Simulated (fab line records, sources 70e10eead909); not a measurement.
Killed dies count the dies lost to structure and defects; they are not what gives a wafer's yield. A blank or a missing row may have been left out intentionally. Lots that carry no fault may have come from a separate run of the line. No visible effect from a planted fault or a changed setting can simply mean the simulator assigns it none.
Struck lot and sound lot, side by side + flow nand-harc + 17 out of 1302 route steps
Sound: the wafers L309.1, L309.2, L309.5. Struck: wafers L316.2, L316.4. Last of all comes the cause.
Order at every step that has rows: each side's tool, ch and its chambers, its first start. Under that, the readings that differ: sound wafers + struck wafers + difference of the means + sigmas: that difference in standard deviations of wafers without a fault.
alike: words and numbers the same on both sides, and readings whose means are apart by under 2 such deviations; not compared: readings that were withheld, readings missing a value for some wafer, numbers with overlapping values and no deviation given by the record, and bounds like >300 which may hide the same value.
The two part at a step that has a row with sigmas, a row that says differs or no value, or rows on one side only. When numbers do not overlap yet have no deviation, they are printed without sigmas and do not part them. Lack of a reading on every wafer of one side parts them only where that side has two or more wafers.

NHARC_A_M1_INSPECT_11:
  struck on defect-inspect-02, day 28 18:35; sound on defect-inspect-02, day 25 16:56
  alike: raw-defect-count
NHARC_A_M1_DESCUM_14: chemistry O2, time 3 s.
  sound on rie-diel-05 ch 0,1,3, day 25 17:01; struck on rie-diel-08 ch 2,3, day 28 18:38
  alike: drypump-motor-current-A, mfc-ar-sccm, oes-product-au, rf-vpp-V, showerhead-plenum-p-Torr, throttle-valve-pct
  not compared: rf-hours-counter-h
NHARC_A_M1_ETCH_35: etches the open film in N2/H2, target depth 40 nm, overetch 12 nm, time 43.94 s.
  sound on rie-diel-05 ch 2,3, day 25 17:05; struck on rie-diel-08 ch 1,2, day 28 18:44
| reading             | sound             | struck      | difference | sigmas |
|---------------------|-------------------|-------------|------------|--------|
| n2-flow-sccm (sccm) | 150.9 150.4 150.0 | 149.8 148.9 | -1.1       | -2     |
  alike: bias-w, drypump-motor-current-A, mfc-ar-sccm, oes-product-au, rf-vpp-V, showerhead-plenum-p-Torr, throttle-valve-pct
  not compared: rf-hours-counter-h
NHARC_A_M1_ETCH_15: etches the open film in C4F8/Ar, target depth 182.5 nm, time 91.2 s.
  sound on rie-diel-05 ch 0,3; struck on rie-diel-08 ch 0,3
  alike: bias-w, oes-product-au, rf-vpp-V
  not compared: rf-hours-counter-h
NHARC_A_M1_CD_MEAS_16:
  struck on cd-sem-02, day 28 18:56; sound on cd-sem-03, day 25 17:18
  alike: cd-nm
then, 4 steps without rows for these wafers: NHARC_A_M1_STRIP_18 (strips in N2/H2); NHARC_A_M1_ETCH_28 (etches the open film in CF4/N2, target depth 30 nm, time 72.99 s); NHARC_A_M1_STRIP_19 (strips in post etch residue remover, time 600 s); NHARC_A_M1_DEGAS_29 (time 60 s).
NHARC_A_M1_PRE_CLEAN_30: time 30 s.
  sound on pvd-sputter-03; struck on pvd-sputter-01
  alike: heater-power-w
then, 1 step without rows for these wafers: NHARC_A_M1_PVD_20 (deposits TaN, target thk 5 nm, time 8.06 s).
NHARC_A_M1_PVD_21: deposits Cu, target thk 30 nm, time 20.49 s.
  sound on pvd-sputter-03; struck on pvd-sputter-01
  alike: throttle-valve-pct
NHARC_A_M1_ECD_22: material Cu, target thk 400 nm.
  sound on ecd-cu-01 ch 0,1, day 25 18:23; struck on ecd-cu-02 ch 0,1, day 28 23:55
then, 1 step without rows for these wafers: NHARC_A_M1_ANNEAL_31 (time 90 s).
NHARC_A_M1_CMP_23: polishes, t overpolish 20 s, target thk 154.34 nm.
  sound on cmp-02 ch 0,1,2, day 25 19:10; struck on cmp-02 ch 1,3, day 29 00:40
| reading                | sound    | struck | difference | sigmas |
|------------------------|----------|--------|------------|--------|
| time-to-endpoint-s (s) | 32 29 33 | 17 14  | -16        | -5     |
  alike: motor-current-A, retaining-ring-pressure-frac, slurry-flow-ml-min
NHARC_A_M1_THK_MEAS_24: measures by xrf.
  struck on film-metro-02, day 29 00:57; sound on film-metro-01, day 25 19:26
  alike: thk-nm
NHARC_END_SORT_01:
  sound on prober-02 ch 0, day 27 07:42; struck on prober-02 ch 0, day 30 08:35
| reading                | sound    | struck | difference | sigmas |
|------------------------|----------|--------|------------|--------|
| sort-rim-yield-pct (%) | 84 91 83 | 96 99  | +12        | +3     |
  alike: defect-limited-yield, killed-at-array, killed-at-other, killed-at-periphery, killed-dies, killed-open, killed-short, sort_bin_2_pct, sort_bin_3_pct, sort_bin_4_pct, sort-n-pass, sort-yield-pct

## WHERE THEY PART
Earliest at NHARC_A_M1_ETCH_35; latest, in this record, at NHARC_END_SORT_01.

WHY: what had been put in by the simulator
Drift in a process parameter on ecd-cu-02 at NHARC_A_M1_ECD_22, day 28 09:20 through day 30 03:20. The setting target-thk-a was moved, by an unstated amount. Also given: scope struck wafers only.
